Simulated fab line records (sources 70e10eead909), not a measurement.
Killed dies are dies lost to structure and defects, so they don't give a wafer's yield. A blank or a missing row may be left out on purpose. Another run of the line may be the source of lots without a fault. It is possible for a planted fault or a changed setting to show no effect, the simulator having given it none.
fab line records	flow nand_harc	part 2 of 2: steps 5 to 6 of 6
[record] lots = 23	wafers = 69	last_day = 33
route steps=1302 shown A_CHANNEL_HOLE_D2@591 A_CHANNEL_FILL_D2@627 A_STAIRCASE@639
lots that met no fault: from a run of the same line without faults
start_h: start of the lot's first displayed wafer, in hours after the record's first day	wait_h: hours elapsed since this lot's preceding step	" as in the row above	L1.1+2: one row covering several wafers at once	- no value, or no start given	* or withheld: withheld	< > ~ a bound
route shown NAME@n: NAME is a module with steps in the file, n the number in the route of the first one	usual: mean and standard deviation over wafers with no fault	same: alike in all rows	chamber/n: place in a boat	sites: each site's reading	_std_site: the values' standard deviation	_edge_site: the outer-site mean with the inner-site mean subtracted	radius_mm: how far each site lies from the wafer's centre	mask NAME#n: copy n	behind: tool/chamber where the wafer was last shaped	hold: why the lot was held/for how many hours/how that ended	device: names the non-switching transistor (n, p or np)	end of line: tests run on the same wafers once the route is complete	a step without rows: its recipe alone	killed: not the wafer's yield, but the dies lost to structure and defects at the first sort	map: dies across one wafer; x = killed, . = not, _ = none there
set.NAME: the run value of the setting; set.NAME@STEP: its run value at that earlier step	model.NAME: the simulator's own value behind a step, which no gauge read
a sample of lots followed through the steps of the route, with each step as a table and each wafer as a row
services: a tool's chamber out of use, with start hour (start_h, from the record's first day; less than 0 if before it), hours out, and reason
[[steps]]
[step NHARC_A_STAIRCASE_DEP_156]
[recipe] target_thk_a = 500	temp_c = 400	target_thk_nm = 50	flow_sccm = 200	rf_w = 450	material = SiNx
[usual] heater_power_w = 751/83	rf_fwd_power_W = 448.4/1.4
lot.wafer	tool	chamber	start_h	wait_h	heater_power_w	rf_fwd_power_W
L074.3	pecvd-03	1	351.06	0.1	729	447.4
L074.2	"	2	"	"	727	448.1
L074.5	"	1	"	"	726	448.3
L077.3	pecvd-01	1	371.48	0.1	676	448.2
L077.5	"	0	"	"	733	448.4
L077.4	"	1	"	"	662	447.3
L076.1	pecvd-01	1	371.62	0.2	625	450.8
L076.2	"	2	"	"	876	446.4
L076.4	"	0	"	"	735	448.5
L075.2	pecvd-04	1	375.08	0.2	757	446.7
L075.5	"	0	"	"	782	451.2
L075.4	"	1	"	"	759	448.0
L078.1	pecvd-01	0	383.05	0.1	774	447.5
L078.3	"	1	"	"	680	449.2
L078.5	"	1	"	"	689	448.7
L079.1	pecvd-01	1	393.57	0.1	701	449.0
L079.4	"	1	"	"	702	448.8
L079.5	"	0	"	"	764	450.4
L080.1	pecvd-04	1	404.36	0.1	764	447.1
L080.2	"	2	"	"	900	446.9
L080.6	"	1	"	"	797	447.6
L081.3	pecvd-01	0	424.67	0.1	701	450.3
L081.2	"	1	"	"	677	450.1
L081.6	"	1	"	"	694	448.8
L082.1	pecvd-03	1	424.67	0.1	729	448.3
L082.2	"	2	"	"	606	448.8
L082.4	"	1	"	"	713	449.2
L083.3	pecvd-04	0	444.42	0.1	703	449.4
L083.1	"	2	"	"	943	447.1
L083.4	"	2	"	"	917	446.8
L084.2	pecvd-03	2	457.14	0.2	635	451.5
L084.4	"	2	"	"	643	450.6
L084.6	"	0	"	"	684	446.9
L085.3	pecvd-03	2	457.28	0.4	631	450.1
L085.6	"	2	"	"	633	450.1
L085.5	"	0	"	"	691	447.2
L086.3	pecvd-03	2	476.89	0.1	642	447.2
L086.5	"	2	"	"	646	451.2
L086.6	"	0	"	"	773	447.6
L089.3	pecvd-03	1	482.84	0.1	647	448.4
L089.6	"	1	"	"	651	445.1
L089.5	"	0	"	"	656	447.2
L088.3	pecvd-01	1	482.99	0.1	650	447.1
L088.1	"	2	"	"	841	450.5
L088.5	"	1	"	"	661	449.0
L090.1	pecvd-04	1	507.55	0.1	842	449.1
L090.3	"	2	"	"	817	450.1
L090.4	"	2	"	"	853	449.5
L091.2	pecvd-01	2	512.63	0.1	854	450.2
L091.1	"	0	"	"	688	449.6
L091.6	"	1	"	"	715	448.5
L092.1	pecvd-01	1	521.86	0.1	832	447.1
L092.4	"	2	"	"	884	448.0
L092.6	"	0	"	"	728	448.4
L093.1	pecvd-04	1	534.42	0.1	820	447.8
L093.2	"	0	"	"	777	447.4
L093.6	"	2	"	"	781	447.5
L094.2	pecvd-01	2	541.85	0.1	816	449.8
L094.1	"	1	"	"	732	449.4
L094.6	"	0	"	"	760	447.9
L095.3	pecvd-01	2	555.80	0.1	885	451.2
L095.6	"	2	"	"	891	448.9
L095.5	"	1	"	"	833	446.2
L096.3	pecvd-04	2	555.85	0.1	827	450.8
L096.2	"	0	"	"	756	448.1
L096.5	"	2	"	"	827	449.8
L097.3	pecvd-03	2	579.30	0.1	734	447.3
L097.4	"	2	"	"	729	448.8
L097.6	"	0	"	"	719	446.0
[step NHARC_A_STAIRCASE_DESCUM_168]
[recipe] time_s = 3	o2_flow_sccm = 200	ar_flow_sccm = 0	bias_power_w = 0	chemistry = O2
[usual] drypump_motor_current_A = 5.7/0.39	mfc_ar_sccm = 0.012/0.013	oes_product_au = 1.006/0.014	rf_vpp_V = 57.8/0.94	showerhead_plenum_p_Torr = 1.93/0.058	throttle_valve_pct = 11.313/0.0076
lot.wafer	tool	chamber	start_h	wait_h	drypump_motor_current_A	mfc_ar_sccm	oes_product_au	rf_hours_counter_h	rf_vpp_V	showerhead_plenum_p_Torr	throttle_valve_pct
L074.2	rie_diel-12	1	351.91	-	6.2	0	1.018	18	58.9	1.92	11.304
L074.3	"	2	"	"	5.4	0	1.021	30	57.8	1.97	11.304
L074.5	"	1	"	"	6.2	0	1.020	-	58.7	1.92	11.321
L077.3	rie_diel-05	0	372.32	-	5.7	0.006	1.030	42	58.6	1.85	11.308
L077.4	"	1	"	"	6.3	0.023	0.989	44	58.3	2.04	11.307
L077.5	"	3	"	"	5.5	0.015	0.988	-	59.2	1.90	11.303
L076.2	rie_diel-12	3	372.61	-	5.1	0	0.999	32	59.8	1.95	11.315
L076.4	"	0	"	"	6.0	0	0.995	35	59.2	1.92	11.315
L076.1	"	1	"	"	6.3	0	1.012	22	59.7	1.91	11.319
L075.2	rie_diel-06	0	376.08	-	6.0	0	1.015	17	57.4	1.93	11.311
L075.4	"	1	"	"	5.9	0.024	1.012	15	57.5	1.88	11.320
L075.5	"	3	"	"	5.2	0.045	1.012	-	57.3	1.90	11.313
L078.1	rie_diel-12	1	384.00	-	6.3	0	1.007	26	57.7	1.91	11.327
L078.3	"	2	"	"	5.4	0	1.018	37	58.0	1.97	11.319
L078.5	"	1	"	"	6.3	0	1.009	-	57.6	1.91	11.303
L079.4	rie_diel-12	0	394.49	-	6.0	0	1.002	40	56.4	1.92	11.314
L079.1	"	1	"	"	6.3	0	1.006	32	58.4	1.91	11.297
L079.5	"	1	"	"	6.3	0	1.006	-	57.3	1.91	11.303
L080.2	rie_diel-05	3	405.34	-	5.5	0.015	1.002	56	57.1	1.90	11.311
L080.1	"	2	"	"	5.7	0.027	1.028	56	59.3	2.06	11.323
L080.6	"	0	"	"	5.6	0.006	1.031	-	59.1	1.85	11.318
L081.2	rie_diel-12	1	425.62	-	6.2	0	1.017	42	57.1	1.91	11.316
L081.3	"	2	"	"	5.4	0	1.033	52	56.2	1.97	11.310
L081.6	"	2	"	"	5.4	0	1.017	-	57.2	1.97	11.328
L082.4	rie_diel-06	1	425.78	-	5.9	0.024	0.999	33	57.1	1.87	11.301
L082.2	"	3	"	"	5.2	0.045	1.022	33	57.3	1.90	11.306
L082.1	"	0	"	"	6.1	0	1.014	35	56.1	1.93	11.319
L083.3	rie_diel-06	1	445.27	-	5.8	0.024	1.003	36	57.5	1.87	11.304
L083.1	"	2	"	"	5.3	0.012	0.986	35	57.1	1.95	11.314
L083.4	"	0	"	"	6.1	0	1.006	38	57.2	1.93	11.311
L084.4	rie_diel-12	0	458.02	-	5.9	0	0.990	1	56.5	1.92	11.320
L084.2	"	2	"	"	5.4	0	1.016	0	59.0	1.97	11.308
L084.6	"	0	"	"	6.0	0	0.997	-	57.8	1.92	11.320
L085.3	rie_diel-05	1	458.29	-	6.3	0.023	0.999	13	59.3	2.03	11.302
L085.6	"	3	"	"	5.5	0.015	0.992	-	57.4	1.89	11.315
L085.5	"	0	"	"	5.7	0.006	1.001	-	56.6	1.84	11.320
L086.3	rie_diel-05	2	477.74	-	5.7	0.027	1.023	18	57.6	2.05	11.318
L086.6	"	0	"	"	5.6	0.006	0.996	-	57.7	1.84	11.321
L086.5	"	1	"	"	6.3	0.023	0.985	-	57.5	2.03	11.318
L089.3	rie_diel-05	1	483.84	-	6.3	0.023	1.001	22	58.8	2.03	11.307
L089.6	"	1	"	"	6.3	0.023	0.996	-	58.0	2.03	11.306
L089.5	"	2	"	"	5.7	0.027	1.022	-	58.1	2.05	11.319
L088.1	rie_diel-05	3	484.00	-	5.5	0.015	0.987	25	57.1	1.89	11.308
L088.3	"	1	"	"	6.4	0.023	0.990	23	58.9	2.03	11.300
L088.5	"	2	"	"	5.7	0.027	1.033	-	57.3	2.05	11.316
L090.1	rie_diel-05	3	508.40	-	5.5	0.015	1.006	32	57.2	1.89	11.315
L090.3	"	0	"	"	5.7	0.006	1.001	34	55.8	1.84	11.309
L090.4	"	0	"	"	5.6	0.006	0.985	-	58.1	1.84	11.312
L091.2	rie_diel-06	2	513.46	-	5.3	0.012	0.993	4	56.9	1.94	11.313
L091.1	"	3	"	"	5.2	0.045	1.017	4	56.4	1.89	11.307
L091.6	"	2	"	"	5.3	0.012	0.985	-	57.1	1.94	11.314
L092.4	rie_diel-06	3	522.81	-	5.2	0.045	0.994	6	56.8	1.89	11.305
L092.1	"	0	"	"	6.1	0	1.012	5	58.1	1.92	11.308
L092.6	"	1	"	"	5.9	0.024	1.008	-	57.7	1.87	11.315
L093.1	rie_diel-12	2	535.42	-	5.4	0	0.997	28	58.4	1.96	11.317
L093.2	"	3	"	"	5.1	0	0.995	30	55.6	1.93	11.320
L093.6	"	0	"	"	6.0	0	1.000	-	57.6	1.91	11.315
L094.2	rie_diel-12	2	542.85	-	5.4	0	1.006	32	56.6	1.96	11.303
L094.1	"	3	"	"	5.1	0	0.986	34	57.9	1.93	11.312
L094.6	"	1	"	"	6.3	0	1.028	-	58.3	1.90	11.317
L095.3	rie_diel-06	3	556.82	-	5.2	0.045	1.009	20	57.3	1.88	11.303
L095.6	"	0	"	"	6.1	0	1.032	-	58.6	1.91	11.312
L095.5	"	1	"	"	5.9	0.024	1.022	-	55.7	1.86	11.311
L096.2	rie_diel-12	0	556.95	-	5.9	0	0.997	38	59.2	1.91	11.309
L096.3	"	1	"	"	6.2	0	1.025	37	58.7	1.89	11.318
L096.5	"	0	"	"	6.0	0	0.994	-	57.4	1.91	11.303
L097.3	rie_diel-06	1	580.16	-	5.9	0.024	1.014	25	58.2	1.86	11.324
L097.6	"	1	"	"	5.9	0.024	1.001	-	58.8	1.86	11.305
L097.4	"	0	"	"	6.1	0	1.025	-	57.2	1.91	11.309
[[services]]
tool	chamber	start_h	hours	kind
pecvd-03	2	272.93	10.0	repair
pecvd-01	2	292.68	9.8	repair
ald_hk-01	-	305.60	10.0	pm
rie_diel-06	-	308.02	9.0	pm
pecvd-01	-	311.31	13.0	pm
rie_diel-12	1	313.65	33.7	repair
rie_diel-05	0	314.67	5.5	repair
har_etch-01	-	332.40	5.6	repair
pecvd-03	-	366.00	13.0	pm
har_etch-02	-	379.05	17.0	pm
ald_hk-03	-	393.75	10.0	pm
rie_diel-05	-	406.64	9.0	pm
rie_diel-12	-	446.24	9.0	pm
rie_diel-05	-	449.79	0.6	repair
har_etch-02	-	463.57	2.1	repair
rie_diel-05	0	470.51	4.5	repair
ald_hk-01	-	483.60	10.0	pm
rie_diel-06	-	485.02	9.0	pm
pecvd-01	-	492.31	13.0	pm
rie_diel-05	2	504.00	8.9	repair
ald_hk-03	-	505.79	0.3	repair
pecvd-03	0	509.42	16.8	repair
pecvd-03	-	547.00	13.0	pm
ald_hk-03	-	571.75	10.0	pm
